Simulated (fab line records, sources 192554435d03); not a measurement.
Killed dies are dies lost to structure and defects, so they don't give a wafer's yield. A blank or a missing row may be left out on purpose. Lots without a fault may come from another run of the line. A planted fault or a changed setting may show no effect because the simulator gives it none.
Chamber matching | flow n5_finfet | N5_SPACER0_ALD_08 on ald_sin-04: 4 sister chambers
The step deposits SiNx, target thk 2 nm. 20 wafers are shown with their chamber, then 10 later ones without.

WAFERS WITH THEIR CHAMBER
wafer  | chamber | heater_power_w (W)
L074.1 | 0       | 787
L074.2 | 3       | 900
L074.5 | 1       | 999
L075.3 | 0       | 786
L075.4 | 3       | 875
L075.5 | 2       | 783
L079.2 | 0       | 794
L079.3 | 3       | 881
L079.4 | 1       | 1005
L085.1 | 0       | 785
L085.2 | 2       | 754
L085.6 | 0       | 770
L087.3 | 2       | 757
L087.4 | 3       | 882
L087.5 | 0       | 778
L090.4 | 3       | 915
L090.5 | 0       | 795
L090.6 | 3       | 896
L091.1 | 0       | 803
L091.3 | 2       | 765

SIGNATURES (means of the wafers above)
reading        | chamber 0 | chamber 1 | chamber 2 | chamber 3 | scatter within a chamber
heater_power_w | 787.25    | 1002.00   | 764.75    | 891.50    | 12.2
Rule: a wafer's distance from a chamber is the root of the sum, over the readings, of the square of ((its reading less the chamber's mean) divided by the reading's scatter). The wafer belongs to the nearest chamber; if the next one is less than 2 further off, it can't be placed. The scatter: the root of (the sum of the squares of (reading less its chamber's mean) over the shown wafers, divided by (wafers less chambers)).

WAFERS WITHOUT THEIR CHAMBER
wafer  | heater_power_w (W)
L091.6 | 761
L095.4 | 733
L095.5 | 885
L095.6 | 787
L096.1 | 1029
L096.3 | 892
L096.5 | 749
L097.2 | 799
L097.4 | 903
L097.5 | 1028

WHICH CHAMBER EACH WENT THROUGH
wafer  | from the rows above     | in truth
L091.6 | can't be placed: 2 or 0 | 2
L095.4 | can't be placed: 2 or 0 | 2
L095.5 | 3                       | 3
L095.6 | can't be placed: 0 or 2 | 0
L096.1 | 1                       | 1
L096.3 | 3                       | 3
L096.5 | can't be placed: 2 or 0 | 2
L097.2 | can't be placed: 0 or 2 | 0
L097.4 | 3                       | 3
L097.5 | 1                       | 1
Placed correctly: 5 of 10. Can't be placed from these rows: 5 (the true chamber is among the candidates in 5). Placed wrongly: 0.
